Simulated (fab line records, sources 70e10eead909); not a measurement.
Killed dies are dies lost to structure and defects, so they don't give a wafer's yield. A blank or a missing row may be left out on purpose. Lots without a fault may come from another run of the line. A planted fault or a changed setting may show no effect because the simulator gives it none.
fab line records | flow nand_harc
record lots=5 wafers=15 last_day=32
route steps=1302 shown P_GATE@185 END@1302
lots that met no fault: from a run of the same line without faults
start_h: hours from the record's first day to the start of the lot's first wafer shown | wait_h: hours since the lot's step before | " the same as in the row above | L1.1+2: a row that stands for several wafers | - no value, or no start given | * or withheld: withheld | < > ~ a bound
route shown NAME@n: a module of which the file shows steps, and the number in the route of the first | usual: mean/standard deviation of fault-free wafers | same: alike in all rows | chamber/n: place in a boat | sites: the reading at each site | _std_site: their standard deviation | _edge_site: outer sites' mean less inner sites' | radius_mm: how far each site lies from the wafer's centre | mask NAME#n: copy n | behind: the tool/chamber that last shaped the wafer | hold: why the lot was held/for how many hours/how that ended | device: the transistor (n, p or np) that didn't switch | end of line: the same wafers' tests at the end of the route | a step without rows: its recipe alone | killed: dies lost to structure and defects at the first sort, not the wafer's yield | map: a wafer's dies, x killed, . not, _ none there
set.NAME: the setting as run; set.NAME@STEP: as run at that earlier step | model.NAME: the simulator's own value behind a step, which no gauge read
lots at some steps of the route; a table a step, a row a wafer
services: from which hour (start_h, from the record's first day; less than 0 if before it) a tool's chamber was out of use, for how many hours, and why
## steps
# step NHARC_P_GATE_CD_MEAS_59
# recipe target_cd_nm=720 landing_energy_ev=500
# usual cd_nm=719.4/2
# columns lot.wafer tool chamber start_h wait_h cd_nm
L339.3 cd_sem-01 0 153.71 - 719.7
L339.4 " 0 " " 718.5
L339.5 " 0 " " 717.9
L340.1 cd_sem-01 0 158.86 - 722.6
L340.3 " 0 " " 720.7
L340.6 " 0 " " 721.9
L344.1 cd_sem-02 0 201.24 - 719.8
L344.2 " 0 " " 719.5
L344.5 " 0 " " 716.6
L348.4 cd_sem-01 0 237.38 - 720.5
L348.5 " 0 " " 718.9
L348.6 " 0 " " 720.2
L355.4 cd_sem-02 0 307.15 - 720.3
L355.5 " 0 " " 723.1
L355.6 " 0 " " 722.9
# step NHARC_P_GATE_HARDBAKE_60
# recipe temp_c=125 time_s=80
# step NHARC_P_GATE_DESCUM_61
# recipe time_s=3 o2_flow_sccm=200 ar_flow_sccm=0 bias_power_w=0 chemistry=O2
# usual drypump_motor_current_A=5.8/0.42 oes_product_au=1.004/0.012 rf_vpp_V=58.0/0.85 showerhead_plenum_p_Torr=1.96/0.088 throttle_valve_pct=11.311/0.01
# columns lot.wafer tool chamber start_h wait_h drypump_motor_current_A oes_product_au rf_hours_counter_h rf_vpp_V showerhead_plenum_p_Torr throttle_valve_pct
L339.4 rie_diel-13 3 153.88 - 5.5 0.991 11 57.4 1.79 11.306
L339.3 " 1 " " 6.0 1.027 10 57.2 1.95 11.310
L339.5 " 3 " " 5.5 0.995 - 57.4 1.79 11.319
L340.1 rie_diel-01 0 159.02 - 5.5 0.997 6 57.4 1.84 11.289
L340.3 " 3 " " 6.0 0.998 6 57.6 1.81 11.321
L340.6 " 0 " " 5.5 0.990 - 58.0 1.84 11.309
L344.1 rie_diel-01 2 201.40 - 5.4 0.995 8 58.1 2.00 11.312
L344.2 " 3 " " 6.0 1.003 8 56.6 1.80 11.309
L344.5 " 3 " " 6.0 0.997 - 57.0 1.81 11.312
L348.4 rie_diel-13 2 237.54 - 5.7 1.007 6 57.9 2.00 11.310
L348.6 " 1 " " 6.0 1.010 - 57.9 1.94 11.325
L348.5 " 2 " " 5.7 1.001 - 57.8 2.00 11.311
L355.4 rie_diel-05 3 307.34 - 6.3 1.028 3 57.7 2.03 11.318
L355.5 " 0 " " 5.1 0.982 - 57.6 2.02 11.314
L355.6 " 1 " " 6.3 1.012 - 58.2 1.93 11.318
# step NHARC_P_GATE_IMPLANT_62
# recipe energy_kev=20 dose_cm2=3e+15 tilt_deg=7
# step NHARC_P_GATE_STRIP_112
# recipe power_w=1500 temp_c=110 time_s=200 chemistry=N2/H2
# usual drypump_motor_current_A=5.15/0.25 heater_power_w=92/7.7
# columns lot.wafer tool chamber start_h wait_h drypump_motor_current_A heater_power_w rf_hours_counter_h
L339.4 plasma_asher-01 0 154.32 0.2 5.02 90 -
L339.3 " 1 " " 5.59 104 -
L339.5 " 0 " " 5.01 92 -
L340.1 plasma_asher-02 1 159.44 0.2 4.86 93 16
L340.3 " 1 " " 4.83 95 -
L340.6 " 0 " " 5.18 84 -
L344.1 plasma_asher-02 1 201.77 0.2 4.88 94 24
L344.2 " 0 " " 5.20 83 24
L344.5 " 1 " " 4.90 93 -
L348.4 plasma_asher-01 1 237.98 0.2 5.55 105 -
L348.6 " 1 " " 5.58 107 -
L348.5 " 0 " " 5.02 88 -
L355.4 plasma_asher-01 0 307.81 0.2 4.98 86 -
L355.6 " 1 " " 5.58 107 -
L355.5 " 0 " " 5.02 87 -
# step NHARC_P_GATE_STRIP_76
# recipe power_w=1500 temp_c=250 chemistry=O2
# usual drypump_motor_current_A=5.15/0.25 heater_power_w=344/28
# columns lot.wafer tool chamber start_h wait_h drypump_motor_current_A heater_power_w rf_hours_counter_h
L339.4 plasma_asher-01 0 154.52 0.2 5.02 341 -
L339.3 " 1 " " 5.59 390 -
L339.5 " 0 " " 5.04 347 -
L340.1 plasma_asher-02 1 159.67 0.2 4.88 342 16
L340.3 " 1 " " 4.88 342 -
L340.6 " 0 " " 5.20 316 -
L344.1 plasma_asher-02 1 202.03 0.2 4.88 357 24
L344.2 " 0 " " 5.21 318 24
L344.5 " 1 " " 4.87 354 -
L348.4 plasma_asher-01 1 238.18 0.2 5.59 393 -
L348.6 " 1 " " 5.59 387 -
L348.5 " 0 " " 5.02 326 -
L355.4 plasma_asher-01 0 307.97 0.1 5.04 332 -
L355.6 " 1 " " 5.59 388 -
L355.5 " 0 " " 5.03 324 -
# step NHARC_P_GATE_STRIP_63
# recipe time_s=900 temp_c=130 chemistry=SPM
# step NHARC_P_GATE_DEHYDRATE_83
# recipe temp_c=150 time_s=120
# step NHARC_P_GATE_HMDS_84
# recipe time_s=30
# step NHARC_P_GATE_COAT_85
# recipe spin_rpm=3000
# step NHARC_P_GATE_SOFTBAKE_86
# recipe temp_c=122 time_s=95
# step NHARC_P_GATE_EBR_87
# step NHARC_P_GATE_EXPOSE_88
# recipe na=0.6 target_cd_nm=2000 dose_mj=11.87 mask_id=P_HVN
# columns lot.wafer tool chamber start_h wait_h mask
L339.3+4+5 krf_scanner-04 0 155.15 - P_HVN#0
L340.1+3+6 krf_scanner-04 0 160.30 - P_HVN#0
L344.1+2+5 krf_scanner-04 0 202.67 - P_HVN_R1#0
L348.4+5+6 krf_scanner-01 0 238.94 - P_HVN#0
L355.4+5+6 krf_scanner-04 0 308.72 - P_HVN#0
# step NHARC_P_GATE_PEB_89
# recipe peb_temp_c=118 peb_time_s=85
# step NHARC_P_GATE_DEVELOP_90
# recipe time_s=70
# step NHARC_P_GATE_CD_MEAS_91
# recipe target_cd_nm=2000 landing_energy_ev=500
# usual cd_nm=1999.4/2
# columns lot.wafer tool chamber start_h wait_h hold cd_nm
L339.3 cd_sem-02 0 155.30 - - 1996.9
L339.4 " 0 " " - 1998.5
L339.5 " 0 " " - 2000.9
L340.1 cd_sem-01 0 160.45 - - 1999.4
L340.3 " 0 " " - 1998.5
L340.6 " 0 " " - 1998.0
L344.1 cd_sem-01 0 202.83 - await_dispo/0.2h/release 1967.6
L344.2 " 0 " " await_dispo/0.2h/release 1967.7
L344.5 " 0 " " await_dispo/0.2h/release 1969.7
L344.1 cd_sem-01 0 - - - 1967.7
L344.2 " 0 " " - 1967.6
L344.5 " 0 " " - 1970.0
L348.4 cd_sem-01 0 239.09 - - 1999.8
L348.5 " 0 " " - 1998.9
L348.6 " 0 " " - 1996.9
L355.4 cd_sem-02 0 308.87 - - 1997.9
L355.5 " 0 " " - 1999.2
L355.6 " 0 " " - 1996.0
# step NHARC_P_GATE_DESCUM_93
# recipe time_s=3 o2_flow_sccm=200 ar_flow_sccm=0 bias_power_w=0 chemistry=O2
# usual drypump_motor_current_A=5.8/0.39 oes_product_au=1.004/0.012 rf_vpp_V=57.8/0.87 showerhead_plenum_p_Torr=1.94/0.092 throttle_valve_pct=11.311/0.0089
# columns lot.wafer tool chamber start_h wait_h drypump_motor_current_A oes_product_au rf_hours_counter_h rf_vpp_V showerhead_plenum_p_Torr throttle_valve_pct model.P_GATE.cd_nm
L339.4 rie_diel-01 3 155.45 - 6.0 0.990 6 58.4 1.81 11.298 1998
L339.3 " 1 " " 5.7 0.997 7 56.7 2.02 11.313 1998
L339.5 " 0 " " 5.5 1.000 - 56.2 1.84 11.305 2001
L340.3 rie_diel-01 3 160.61 - 6.0 0.988 6 57.9 1.81 11.310 1998
L340.1 " 1 " " 5.7 1.003 7 56.3 2.02 11.315 2000
L340.6 " 0 " " 5.5 1.002 - 56.8 1.84 11.297 1998
L344.2 rie_diel-05 3 211.31 - 6.3 1.010 12 59.6 2.03 11.323 1968
L344.1 " 0 " " 5.1 1.011 12 56.4 2.02 11.310 1968
L344.5 " 3 " " 6.3 0.995 - 59.2 2.03 11.297 1970
L348.6 rie_diel-05 0 239.30 - 5.1 0.982 - 57.8 2.02 11.307 1996
L348.4 " 2 " " 6.3 1.004 - 57.7 2.05 11.308 2001
L348.5 " 3 " " 6.3 1.009 - 58.6 2.03 11.304 1998
L355.4 rie_diel-01 2 309.02 - 5.4 0.995 6 57.2 1.99 11.301 1998
L355.6 " 2 " " 5.4 1.005 - 59.0 1.99 11.311 1996
L355.5 " 3 " " 6.0 1.002 - 57.1 1.80 11.319 1999
# step NHARC_P_GATE_IMPLANT_94
# recipe energy_kev=60 dose_cm2=2e+15 tilt_deg=7
# step NHARC_END_SORT_01
# recipe temp_c=25
# usual killed_at_array=56/19 killed_at_other=0.6/1 killed_at_periphery=3.9/2.7 killed_dies=61/19 killed_open=3.3/1.9 killed_short=2.4/1.7
# same gross_dies=677
# columns lot.wafer tool chamber start_h wait_h killed_at_array killed_at_other killed_at_periphery killed_dies killed_open killed_short
L344.1 prober-01 0 720.05 2.5 36 0 1 37 1 4
L344.2 prober-01 0 720.86 2.8 28 1 4 33 6 1
L344.5 prober-01 0 723.29 3.7 25 0 5 30 5 3
# killed by level:class
L344.1 A_CHANNEL_HOLE_D2:chamber_film_flake=17 A_CHANNEL_HOLE_D1:chamber_film_flake=5 A_SLIT:chamber_film_flake=4 A_CHANNEL_FILL_D2:geometric_particle:short=3 A_CHANNEL_FILL_D2:chamber_film_flake=3 P_GATE:geometric_particle:open=1 A_WL_FILL:geometric_particle:short=1 A_DECK1_JOINT:chamber_film_flake=1
L344.2 A_CHANNEL_HOLE_D2:chamber_film_flake=12 A_CHANNEL_FILL_D2:chamber_film_flake=4 A_CHANNEL_HOLE_D1:chamber_film_flake=3 A_SLIT:chamber_film_flake=3 A_WL_FILL:geometric_particle:open=2 P_GATE:geometric_particle:open=1 P_CONTACT:geometric_particle:open=1 P_M0:geometric_particle:open=1
L344.5 A_CHANNEL_HOLE_D2:chamber_film_flake=11 A_CHANNEL_HOLE_D1:chamber_film_flake=3 A_DECK1_JOINT:chamber_film_flake=3 A_CHANNEL_FILL_D2:chamber_film_flake=3 P_CONTACT:geometric_particle:open=2 A_M0:geometric_particle:open=2 P_M0:geometric_particle:open=1 P_M0:geometric_particle:short=1
## services
# columns tool chamber start_h hours kind
rie_diel-01 0 133.80 - clean
rie_diel-01 1 133.80 - clean
rie_diel-01 2 133.80 - clean
rie_diel-01 3 133.80 - clean
krf_scanner-01 - 140.02 4.0 pm
rie_diel-13 - 165.00 9.0 pm
plasma_asher-01 - 165.08 9.0 pm
plasma_asher-01 0 165.08 9.0 vent_cycle
plasma_asher-01 1 165.08 9.0 vent_cycle
plasma_asher-01 0 174.08 - clean
plasma_asher-01 1 174.08 - clean
krf_scanner-04 - 175.45 0.7 repair
krf_scanner-04 - 182.00 4.0 pm
rie_diel-05 2 187.13 9.8 repair
krf_scanner-04 - 195.65 0.7 repair
rie_diel-01 - 203.82 9.0 pm
rie_diel-05 1 206.05 36.7 repair
rie_diel-05 - 229.60 9.0 pm
rie_diel-05 0 242.34 10.0 repair
plasma_asher-02 - 249.13 9.0 pm
krf_scanner-04 - 251.34 0.5 repair
rie_diel-13 - 254.43 1.1 repair
rie_diel-05 0 292.45 5.7 repair
krf_scanner-04 - 301.87 1.8 repair
## key
first_sign step=NHARC_P_GATE_EXPOSE_88 reading=mask direction=changed
effect step=NHARC_P_GATE_CD_MEAS_91 reading=visit direction=added
effect step=NHARC_P_GATE_CD_MEAS_91 reading=cd_nm direction=down sigmas=15 usual=1999.4 struck=1968.3
model_effect step=NHARC_P_GATE_DESCUM_93 value=P_GATE.cd_nm without=2002 struck=1968
met_at NHARC_P_GATE_EXPOSE_88
struck_wafers L344.1,L344.2,L344.5
tester_left_out L344
onset_between 160.30 202.67
fault kind=wrong_mask tool=any chamber=- onset_h=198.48 steps=NHARC_P_GATE_EXPOSE_88 aux_copy=P_HVN_R1#0 cd_offset_nm=-33.411 scope=struck_lots_only
# tester_left_out: of these lots the tester's yield and bins aren't shown, on N5 and GAA mostly nor the transistor test; their killed dies are dies lost to structure and defects alone, not to doping, threshold or leakage, so they don't give the yield
